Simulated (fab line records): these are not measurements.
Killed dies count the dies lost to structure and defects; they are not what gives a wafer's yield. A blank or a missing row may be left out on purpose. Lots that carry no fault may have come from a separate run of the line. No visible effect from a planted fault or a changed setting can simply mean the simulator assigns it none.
fab line records	flow n5Finfet
[record] lots = 4	wafers = 12	lastDay = 19
route steps=1938 shown BEOL_M3@979 BEOL_M4@1111 PASSIVATION@1936
lots untouched by any fault: they come from a run of this same line in which no faults occurred
startH: hours from the record's first day to the start of the lot's first wafer shown	waitH: hours elapsed since this lot's preceding step	" repeats the value in the row above	L1.1+2: a single row standing in for several wafers	- no value present, or no start provided	* or withheld: withheld	< > ~ a bound
route shown NAME@n: NAME is a module with steps in the file, n the number in the route of the first one	usual: mean and standard deviation over wafers with no fault	same: alike in all rows	chamber/n: place in a boat	sites: readings site by site	_std_site: standard deviation of those values	_edge_site: inner sites' mean taken away from outer sites' mean	radiusMm: how far each site lies from the wafer's centre	mask NAME#n: copy n	behind: the tool/chamber that last shaped the wafer	hold: why the lot went on hold/how many hours it stayed there/how the hold came to an end	device: the n, p or np transistor that did not switch	end of line: the tests these same wafers got at the end of their route	for a step that has no rows: nothing shown but its recipe	killed: dies lost to structure and defects at the first sort, not the wafer's yield	map: per-die view of a wafer (x killed, . not killed, _ where there is no die)
set.NAME: the setting as run; set.NAME@STEP: as run at that earlier step	model.NAME: the simulator's own value behind a step, which no gauge read
lots at some steps of the route; a table a step, a row a wafer
services: the hour from which a tool's chamber was out of use, counted from the record's first day as startH (under 0 if before that day), plus the number of hours and why
[[steps]]
[step N5_BEOL_M3_STRIP_36]
[recipe] chemistry = N2/H2	powerW = 450	tempC = 40	pressureMtorr = 20	rfFrequencyHz = 6e+07	overashFraction = 0.3	biasPowerW = 7	h2Frac = 0.5	n2FlowSccm = 200	h2FlowSccm = 200
[step N5_BEOL_M3_TRENCH_ETCH_37]
[recipe] chemistry = C4F6/O2	targetDepthA = 555.55	target = SiOC	timeS = 29.2	ionEnergyEv = 250	pressureMtorr = 30	sourceW = 355	biasW = 185	Ar_flow_sccm = 300	C4F6_flow_sccm = 10	O2_flow_sccm = 10
[step N5_BEOL_M3_ETCH_41]
[recipe] chemistry = CH3F/O2	target = SiCN	targetDepthA = 299	taperDeg = 2	timeS = 52.5	ionEnergyEv = 120	maskMaterial = TiN	pressureMtorr = 30	sourceW = 395	biasW = 75	Ar_flow_sccm = 150	CH3F_flow_sccm = 30	O2_flow_sccm = 20
[step N5_BEOL_M3_STRIP_97]
[recipe] chemistry = N2/H2	timeS = 10	powerW = 450	tempC = 40	pressureMtorr = 20	rfFrequencyHz = 6e+07	biasPowerW = 7	n2FlowSccm = 200	h2FlowSccm = 200
[step N5_BEOL_M3_HM_STRIP_39]
[recipe] chemistry = peroxideTinStrip	material = TiN	targetDepthA = 250	tempC = 50	timeS = 158
[step N5_BEOL_M3_SRD_40]
[recipe] timeS = 30	tempC = 23	rinseLiquid = diw	dry = ipaMarangoni
[step N5_BEOL_M3_PRECLEAN_42]
[recipe] chemistry = residueRemover	timeS = 60	tempC = 40
[step N5_BEOL_M3_SRD_43]
[recipe] timeS = 30	tempC = 23	rinseLiquid = diw	dry = ipaMarangoni
[step N5_BEOL_M3_DEGAS_44]
[recipe] ambient = vacuum	tempC = 250	timeS = 60
[step N5_BEOL_M3_PRE_CLEAN_45]
[recipe] gas = H2/He	timeS = 30	tempC = 250
[step N5_BEOL_M3_ALD_84]
[recipe] material = TaN	targetThkA = *	tempC = 275	aldPrecursorFamily = PDMAT	aldCoReactant = NH3	pressureTorr = 3	carrierFlowSccm = 1500	pulseTimeS = 2	purgeTimeS = 3	coReactantPurgeTimeS = 2	coReactantPulseTimeS = 3	aldCycles = 30	precursorVesselTempC = 75	precursorVesselPressureTorr = 26.25	precursorVesselCarrierSccm = 1000
[usual] aldCycles = 30/0	heaterPowerW = 410/40
lot.wafer	tool	chamber	startH	waitH	aldCycles	heaterPowerW	model.TaN_of_BEOL_M3_ALD_84.thkNm
L750.3	aldMetal-01	0	165.09	0.1	30	457	*
L750.4	"	3	"	"	30	377	*
L750.5	"	3	"	"	30	370	*
L764.2	aldMetal-01	3	256.13	0.0	14	369	*
L764.4	"	2	"	"	30	400	*
L764.6	"	3	"	"	30	387	*
L768.4	aldMetal-01	3	278.99	0.0	30	383	*
L768.5	"	0	"	"	14	469	*
L768.6	"	1	"	"	30	388	*
L773.1	aldMetal-04	0	315.04	0.0	30	356	*
L773.3	"	3	"	"	30	357	*
L773.5	"	1	"	"	30	384	*
[step N5_BEOL_M3_SURFACE_TREAT_85]
[recipe] gas = Ar	timeS = *	ionEnergyEv = *	ionCurrentMaCm2 = 0.5	pressureMtorr = *	arFlowSccm = 30
[step N5_BEOL_M3_CVD_47]
[recipe] material = Co	targetThkA = 30	tempC = withheld	precursor = CCTBA/H2	pressureTorr = 30	timeS = 223.8
[step N5_BEOL_M3_SPUTTER_48]
[recipe] material = Cu	targetThkA = 45	tempC = -20	chamberPressurePa = 0.07	powerW = withheld	timeS = 8.29
[step N5_BEOL_M3_ANNEAL_49]
[recipe] tempC = 400	timeS = 240	ambient = vacuum
[step N5_BEOL_M3_SPUTTER_79]
[recipe] material = Cu	targetThkA = 45	tempC = -20	chamberPressurePa = 0.07	powerW = withheld	timeS = 8.29
[step N5_BEOL_M3_ANNEAL_80]
[recipe] tempC = 400	timeS = 240	ambient = vacuum
[step N5_BEOL_M3_SPUTTER_81]
[recipe] material = Cu	targetThkA = 45	tempC = -20	chamberPressurePa = 0.07	powerW = withheld	timeS = 8.29
[step N5_BEOL_M3_ANNEAL_82]
[recipe] tempC = 400	timeS = 240	ambient = vacuum
[step N5_BEOL_M3_SPUTTER_86]
[recipe] material = Cu	targetThkA = 45	tempC = -20	chamberPressurePa = 0.07	powerW = withheld	timeS = 8.29
[step N5_BEOL_M3_ANNEAL_87]
[recipe] tempC = 400	timeS = 240	ambient = vacuum
[step N5_BEOL_M3_SPUTTER_88]
[recipe] material = Cu	targetThkA = 45	tempC = -20	chamberPressurePa = 0.07	powerW = withheld	timeS = 8.29
[step N5_BEOL_M3_ANNEAL_89]
[recipe] tempC = 400	timeS = 240	ambient = vacuum
[step N5_BEOL_M3_SPUTTER_90]
[recipe] material = Cu	targetThkA = 45	tempC = -20	chamberPressurePa = 0.07	powerW = withheld	timeS = 8.29
[step N5_BEOL_M3_ANNEAL_91]
[recipe] tempC = 400	timeS = 240	ambient = vacuum
[step N5_BEOL_M3_SPUTTER_92]
[recipe] material = Cu	targetThkA = 45	tempC = -20	chamberPressurePa = 0.07	powerW = withheld	timeS = 8.29
[step N5_BEOL_M3_ANNEAL_93]
[recipe] tempC = 400	timeS = 240	ambient = vacuum
[step N5_BEOL_M3_SPUTTER_94]
[recipe] material = Cu	targetThkA = 45	tempC = -20	chamberPressurePa = 0.07	powerW = withheld	timeS = 8.29
[step N5_BEOL_M3_ANNEAL_95]
[recipe] tempC = 400	timeS = 240	ambient = vacuum
[step N5_BEOL_M3_SPUTTER_96]
[recipe] material = Cu	targetThkA = 45	tempC = -20	chamberPressurePa = 0.07	powerW = withheld	timeS = 8.29
[step N5_BEOL_M3_ECD_50]
[recipe] material = Cu	targetThkA = 3000
[step N5_BEOL_M3_ANNEAL_51]
[recipe] tempC = 225	timeS = 90	ambient = N2
[step N5_BEOL_M3_CMP_52]
[recipe] stopOn = SiOC	tOverpolishS = 6.8	downForcePsi = 1	platenRpm = 50	clearingPlatenDownForcePsi = 1.5	clearingPlatenRpm = 50	postCmpClean = cuAlkaline	targetThkNm = 40	clearingPlatenPadVelocityMS = 0.99484	padVelocityMS = 0.99484
[step N5_BEOL_M3_PRE_CLEAN_60]
[recipe] gas = NH3/H2	timeS = 15	tempC = *	rfPowerW = 300
[step N5_BEOL_M3_CO_CAP_55]
[recipe] material = Co	targetThkA = 20	tempC = 200	precursor = CCTBA/H2	pressureTorr = 30	timeS = 102.1
[step N5_BEOL_M3_PRE_CLEAN_56]
[recipe] gas = NH3	timeS = 15	tempC = withheld	rfPowerW = 300
[step N5_BEOL_M3_DEP_57]
[recipe] material = SiCN	targetThkA = 80	tempC = withheld	precursor = 3MS/NH3	pressureTorr = 3	rfW = 202	timeS = 14
[step N5_BEOL_M4_RC_MEAS_101]
[usual] COMB_M3 = 5.6e-11/1.2e-11	COMB_M3_max_site = 8e-11/1.8e-11	DIBL_N = 36.8/1.9	DIBL_P = 36.5/2.1	IOFF_N = 0.17/0.038	IOFF_P = 0.22/0.039	ION_N = 675/12	ION_P = 463/7.4	SERP_M3 = 195/13	SERP_M3_max_site = 206/15	SS_N = 71.6/0.71	SS_P = 73.4/0.72	VT_N = 249/3.3	VT_P = -250/3.3
lot.wafer	tool	chamber	startH	waitH	COMB_M3[S/m]	COMB_M3_max_site[S/m]	DIBL_N[mV/V]	DIBL_P[mV/V]	IOFF_N[nA/um]	IOFF_P[nA/um]	ION_N[uA/um]	ION_P[uA/um]	SERP_M3[ohm/um]	SERP_M3_max_site[ohm/um]	SS_N[mV/dec]	SS_P[mV/dec]	VT_N[mV]	VT_P[mV]
L750.3	prober-01	0	176.73	0.3	4.5e-11	7e-11	36.6	35.9	0.14	0.19	667	457	208	217	71.9	74.0	250	-254
L750.4	"	0	"	"	7e-11	9.6e-11	36.3	36.4	0.14	0.19	665	457	181	190	71.5	74.2	250	-256
L750.5	"	0	"	"	6.1e-11	9.8e-11	38.6	39.5	0.19	0.23	681	460	188	201	72.3	74.2	246	-252
L764.2	prober-01	0	287.51	0.2	8.22e-10	8.78e-10	37.9	39.1	0.21	0.31	693	478	144	155	72.1	74.1	244	-241
L764.4	"	0	"	"	8e-11	1.14e-10	35.5	34.7	0.15	0.23	690	477	180	183	71.1	73.3	251	-248
L764.6	"	0	"	"	5.7e-11	8.4e-11	36.0	36.2	0.16	0.25	680	475	180	188	71.1	73.6	247	-245
L768.4	prober-01	0	314.00	0.5	3.8e-11	5.2e-11	41.1	42.4	0.24	0.27	688	466	190	194	73.0	74.7	245	-251
L768.5	"	0	"	"	8.11e-10	9.6e-10	38.4	38.9	0.18	0.21	679	455	140	147	71.9	74.4	247	-251
L768.6	"	0	"	"	4.9e-11	7e-11	36.6	36.7	0.14	0.18	668	456	175	182	71.1	74.0	251	-257
L773.1	prober-01	0	332.91	0.0	5.2e-11	7e-11	36.1	34.4	0.12	0.19	657	457	211	229	71.6	72.0	255	-252
L773.3	"	0	"	"	4.8e-11	9.7e-11	37.9	36.8	0.16	0.23	669	467	192	196	71.6	73.1	250	-249
L773.5	"	0	"	"	4.4e-11	5.7e-11	38.9	38.2	0.19	0.25	690	467	184	191	72.1	73.6	249	-247
// sites COMB_M3 radiusMm=0,75,75,75,75,140,140,140,140
L750.3 3.2e-11 4.5e-11 4.1e-11 3.8e-11 7e-11 5.1e-11 4.4e-11 5.1e-11 4.7e-11
L764.2 7.97e-10 5.77e-10 8.22e-10 8.22e-10 8.6e-10 7.14e-10 6.03e-10 8.78e-10 8.65e-10
L768.4 4.1e-11 5.2e-11 4.1e-11 4.1e-11 3.7e-11 3.3e-11 3.6e-11 3.8e-11 2.6e-11
L773.1 7e-11 3.6e-11 5.2e-11 4e-11 3.8e-11 5.6e-11 4e-11 6.5e-11 5.9e-11
// sites SERP_M3 radiusMm=0,75,75,75,75,140,140,140,140
L750.3 200 208 210 200 206 210 207 217 216
L764.2 143 154 144 153 155 144 142 141 150
L768.4 186 193 191 194 190 177 186 191 180
L773.1 208 199 209 220 208 215 229 222 211
[step N5_PASSIVATION_PROBE_49]
[usual] defectLimitedYield = 91.3/1.4	killed_at_M0_to_M3 = 33/11	killed_at_M4_up = 15/6.2	killedAtContacts = 13/6.5	killedAtFrontEnd = 38/11	killedAtOther = 3.4/2.6	killedDies = 102/17	killedOnRim = 13/4.1	killedOpen = 67/12	killedShort = 34/7.9	sort_bin_4_leakage = 0.00/0.022	sort_bin_5_function = 5.1/0.88	sort_bin_6_memory = 3.3/0.65	sortNPass = 1078/17	sortYieldPct = 91.3/1.4
[same] grossDies = 1180	killedAtBackSide = 0	sort_bin_8_speed[%] = 0
lot.wafer	tool	chamber	startH	waitH	defectLimitedYield[%]	killed_at_M0_to_M3	killed_at_M4_up	killedAtContacts	killedAtFrontEnd	killedAtOther	killedDies	killedOnRim	killedOpen	killedShort	sort_bin_4_leakage[%]	sort_bin_5_function[%]	sort_bin_6_memory[%]	sortNPass	sortYieldPct[%]
L750.3	prober-01	-	273.76	0.1	93.3	15	9	15	35	5	79	10	55	24	0	4.3	2.3	1101	93.3
L750.4	prober-01	-	273.81	0.2	91.5	25	14	30	29	2	100	13	62	37	0	5.0	3.3	1080	91.5
L750.5	prober-01	-	273.86	0.2	90.9	41	12	18	36	0	107	13	61	46	0	5.2	3.2	1073	90.9
L764.2	prober-01	-	391.92	0.1	60.8	395	15	8	43	1	462	60	67	30	30.85	5.3	2.9	718	60.8
L764.4	prober-01	-	392.02	0.2	93.3	19	10	8	41	1	79	12	47	31	0	4.3	2.2	1101	93.3
L764.6	prober-01	-	392.12	0.3	93.9	23	15	8	22	4	72	9	55	17	0	3.9	2.1	1108	93.9
L768.4	prober-02	-	420.28	0.2	91.3	32	15	17	35	4	103	11	59	42	0	4.7	3.8	1077	91.3
L768.5	prober-02	-	420.33	0.2	60.5	407	15	13	28	3	466	75	54	26	32.63	4.2	2.5	714	60.5
L768.6	prober-02	-	420.38	0.3	90.8	28	18	21	40	2	109	17	67	38	0	5.3	3.3	1071	90.8
L773.1	prober-01	-	449.93	0.0	90.8	33	12	14	43	7	109	17	65	43	0	5.8	3.0	1071	90.8
L773.3	prober-01	-	450.03	0.1	90.1	57	14	3	38	5	117	22	70	47	0	6.3	3.1	1063	90.1
L773.5	prober-01	-	450.13	0.2	91.3	28	17	8	42	8	103	12	65	38	0	5.3	3.3	1077	91.3
// killed by level:class
L750.3 MOL_CONTACT_COAG:geometricParticle:open=11 FIN_SAQP:geometricParticle:short=8 DUMMY_GATE:geometricParticle:open=6 FIN_SAQP:geometricParticle:open=5 STI_FIN_REVEAL:geometricParticle:open=5 MOL_CONTACT_COAG:geometricParticle:short=4 BEOL_M0_SAQP:geometricParticle:open=4 MIM_TOP_ETCH:geometricParticle:open=4
L750.4 MOL_CONTACT_COAG:geometricParticle:open=15 MOL_CONTACT_COAG:geometricParticle:short=15 BEOL_M2:geometricParticle:open=10 BEOL_M3:geometricParticle:open=6 FIN_SAQP:geometricParticle:short=5 DUMMY_GATE:geometricParticle:open=5 BEOL_M5:geometricParticle:open=4 STI_FIN_REVEAL:geometricParticle:open=4
L750.5 MOL_CONTACT_COAG:geometricParticle:open=11 BEOL_M0_SAQP:geometricParticle:short=10 BEOL_M0_SAQP:geometricParticle:open=8 GATE_CUT:geometricParticle:open=7 MOL_CONTACT_COAG:geometricParticle:short=7 BEOL_M1:geometricParticle:open=6 DUMMY_GATE:geometricParticle:open=5 GATE_CUT:geometricParticle:short=5
L764.2 M3:areaAld=364 STI_FIN_REVEAL:geometricParticle:open=11 FIN_SAQP:geometricParticle:short=7 GATE_CUT:geometricParticle:short=7 MOL_CONTACT_COAG:geometricParticle:open=7 FIN_SAQP:geometricParticle:open=6 BEOL_M0_SAQP:geometricParticle:open=6 BEOL_M1:geometricParticle:open=6
L764.4 GATE_CUT:geometricParticle:short=11 BEOL_M3:geometricParticle:open=6 MOL_CONTACT_COAG:geometricParticle:open=6 STI_FIN_REVEAL:geometricParticle:open=5 BEOL_M4:geometricParticle:open=5 FIN_SAQP:geometricParticle:short=4 ILD0:geometricParticle:short=4 FIN_SAQP:geometricParticle:open=3
L764.6 MOL_CONTACT_COAG:geometricParticle:open=8 BEOL_M4:geometricParticle:open=7 BEOL_M0_SAQP:geometricParticle:open=6 BEOL_M1:geometricParticle:open=6 STI_FIN_REVEAL:geometricParticle:open=5 BEOL_M5:geometricParticle:open=4 FIN_SAQP:geometricParticle:short=3 BEOL_M0_SAQP:geometricParticle:short=3
L768.4 MOL_CONTACT_COAG:geometricParticle:open=16 FIN_SAQP:geometricParticle:short=13 FIN_SAQP:geometricParticle:open=10 BEOL_M3:geometricParticle:short=8 BEOL_M0_SAQP:geometricParticle:open=4 BEOL_M0_SAQP:geometricParticle:short=4 BEOL_M2:geometricParticle:open=4 BEOL_M4:geometricParticle:open=4
L768.5 M3:areaAld=385 MOL_CONTACT_COAG:geometricParticle:open=13 BEOL_M4:geometricParticle:open=8 FIN_SAQP:geometricParticle:short=6 STI_FIN_REVEAL:geometricParticle:open=6 BEOL_M0_SAQP:geometricParticle:short=4 STARTING-WAFER:geometricParticle:short=4 FIN_SAQP:geometricParticle:open=3
L768.6 MOL_CONTACT_COAG:geometricParticle:open=18 FIN_SAQP:geometricParticle:short=13 BEOL_M0_SAQP:geometricParticle:short=8 FIN_SAQP:geometricParticle:open=7 BEOL_M4:geometricParticle:open=7 BEOL_M5:geometricParticle:open=6 BEOL_M0_SAQP:geometricParticle:open=5 STI_FIN_REVEAL:geometricParticle:open=4
L773.1 FIN_SAQP:geometricParticle:short=15 MOL_CONTACT_COAG:geometricParticle:open=12 BEOL_M2:geometricParticle:open=8 GATE_CUT:geometricParticle:short=6 BEOL_M0_SAQP:geometricParticle:open=6 BEOL_M1:geometricParticle:open=6 FIN_SAQP:geometricParticle:open=5 BEOL_M3:geometricParticle:open=4
L773.3 BEOL_M0_SAQP:geometricParticle:open=13 FIN_SAQP:geometricParticle:short=12 BEOL_M0_SAQP:geometricParticle:short=10 BEOL_M2:geometricParticle:open=8 BEOL_M4:geometricParticle:open=6 DUMMY_GATE:geometricParticle:open=6 BEOL_M1:geometricParticle:open=6 BEOL_M3:geometricParticle:open=6
L773.5 FIN_SAQP:geometricParticle:short=12 BEOL_M4:geometricParticle:open=8 MOL_CONTACT_COAG:geometricParticle:open=7 STI_FIN_REVEAL:geometricParticle:open=6 GATE_CUT:geometricParticle:short=5 BEOL_M2:geometricParticle:open=5 FIN_SAQP:geometricParticle:open=4 GATE_CUT:geometricParticle:open=4
// map L764.2 (x killed, . not)
_________________xx.x..xxx...________________
______________x..x.....xx.x.x..x_____________
___________xx..........x...xx......__________
__________xxx.........x..xx.....xx.._________
________x...xxx...x...........xx.xxx.._______
_______...xxxx..x..x...x......x...xxx..______
______xxx.x.x..xx..x.....xx.x.xxx.x..xx._____
_____....x..x..x.x.x.x.x..xx.....x.xx....____
____.x.x..x.xx..x..........x.xxx.xxxxx..x.___
___xx..xx....x....x..xx..xx..x...x.x....xx.__
___xx...x......x.xxxx....x.x..x...x..x.xx.x__
__.......x...xx..x.x...xxx..x.xx.xxxx..xx..._
__.xx...x.x..x.xx.x.....xx..xxx...x........._
_x.x..x.x.xxx.x..xx.....xx.xxxxxxx..xxx.x.xxx
_....x..x..x......xx...x...xx.x..x...xx.x...x
_..x.xx...x....x.x.x..x.x.x..xx..x...xx......
_....x.x...x..x.xx.x..x...x..x.xxxxx...xx..x.
_x.x..xxx....xx....x.xx..x....x...x.xx.x.x...
_x.xx.x..xx.x..xx.xx...x.x...x.x.x......xx.x.
_...x..xx...x...x.....x..x...x..x.xxxx....xxx
_x....xx.x....x.x.x...x....xx...xx.xx.x...xxx
__.x.x...x..x..x.x...x.x..xx..xxx.xx.xxxxx.._
__x...x.xx...xx...xx..x.xx....xx.xx..x.x..xx_
___x......x.........x......x...x...x.x..x..__
___xxx..xx...xx.x.x.x..xxx.xx...x..x.x..x.x__
____x..x.....x.....xx...x..x.x..x.xxx.x...___
_____x.xxxx.xx.xx.x.x..x...x..x.....x....____
______.x.x..x..xx.xx.........x..xxxx..xx_____
_______...x......x.xxx..xxx..x..x.x....______
________...x.....x.xxx....x.x.....x.x._______
__________....xx.x.x.x.xx.xx.x..xxxx_________
___________.xx.xx..x..x.xx..xx.....__________
______________.xx..x.x.x.x.x...x_____________
_________________.x..x....xx.________________
// map L768.5 (x killed, . not)
_________________...x.x..xxxx________________
______________.xx.xxx..x...xx..._____________
___________..xx.x..x.x.......x..xx.__________
__________x.x.xxxxxx.........x....xx_________
________x.xxxx.x.x.x.xx....x.....xxxxx_______
_______xx..x..x.xx.x.x.xxx..x..xx..x.xx______
______xx...x...x.....x.........x...xxxx._____
_____..x..x....x..x....xx.....x..x.x....x____
____...x.xx.x.x..xx.....x.xx.x..x...x.x.x.___
___x.....xx.x.x.x..x.xxxx.xxx.........x..x.__
___.xx.......xxx..x....x..x.x.x..xx.x..x.x.__
__....xxx...xxx.xx.x.x........xxxxx..x..x..._
__..x..xx.....x.x.x.x......x...x...x.....x.._
_..xxx.x.xxx.xxxx...xx.x...xx...xxx....x.x.xx
_xx.x.........xx..x.x....xxx..x.x......x..xx.
_xx.x.xx.x.xxx...xx.x.x.xxx...x.x...x..x.x...
_..x...x....xx.xxx...x.x..x.x.xx...x..x.xx..x
_......xxx...xx.xxx.x.xxxx......xx.x...xx....
_x...x.xx.....x..x.xxxx..x.......xx.xx..xxx..
_x..x....x...x..xx..xx.x...x.....x.......x...
_x.....xx...x...x..x...xx..xx..x..xx...xxx.x.
__x.x.....x..x....x....xx...x.xxx.x....xx..x_
__.....xxxx......xxxx....xx.xx..xx..xxx.x.xx_
___x.x.x....x..x.x.x.x.x......x......x.x..x__
___xxxxx.x.xx.........x......x.....x....x..__
____x.xx.x....xxx..x...x..x..x...xx.x.xx..___
_____xxx..x..xx....xxx..xx...x.....x.....____
______...x.x...x.xx.x.xxx.x...x..xx....._____
_______xxx.x..xxxxx....x........x....x.______
________.....xx.x....xx..xx.x...x.xx.x_______
__________..xx.xx...x...x..x...xxxxx_________
___________..x.xx.x.....x.x.xx.xx.x__________
______________xxx..x...xx...x.xx_____________
_________________x.x..x...xxx________________
[[services]]
tool	chamber	startH	hours	kind
aldMetal-01	-	220.67	1.1	repair
aldMetal-04	3	232.94	-	calibration
[[key]]
[firstSign] step = N5_BEOL_M3_ALD_84	reading = aldCycles	direction = down	sigmas = 99+	usual = *	struck = *
[effect] step = N5_BEOL_M4_RC_MEAS_101	reading = COMB_M3	direction = up	sigmas = 66	usual = 5.6e-11	struck = 8.16e-10
[effect] step = N5_BEOL_M4_RC_MEAS_101	reading = COMB_M3_max_site	direction = up	sigmas = 47	usual = 8e-11	struck = 9.19e-10
[effect] step = N5_BEOL_M4_RC_MEAS_101	reading = SERP_M3	direction = down	sigmas = 4	usual = 195	struck = 142
[effect] step = N5_BEOL_M4_RC_MEAS_101	reading = SERP_M3_max_site	direction = down	sigmas = 3.7	usual = 206	struck = 151
[effect] step = N5_PASSIVATION_PROBE_49	reading = sort_bin_4_leakage	direction = up	sigmas = 99+	usual = 0.00	struck = 31.74
[modelEffect] step = N5_BEOL_M3_ALD_84	value = TaN_of_BEOL_M3_ALD_84.thkNm	without = *	struck = *
[moreKillsBornAt] N5_BEOL_M3_ALD_84@aldMetal-01 = 749
metAt N5_BEOL_M3_ALD_84
struckWafers L764.2,L768.5
onsetBetween 165.09 256.13
[fault] kind = processParameterDrift	tool = aldMetal-01	chamber = -	onsetH = 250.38	steps = N5_BEOL_M3_ALD_84	channel = aldCycles	offset = *	shape = step	endH = 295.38	scope = struckWafersOnly	actsIn = *	stated = *
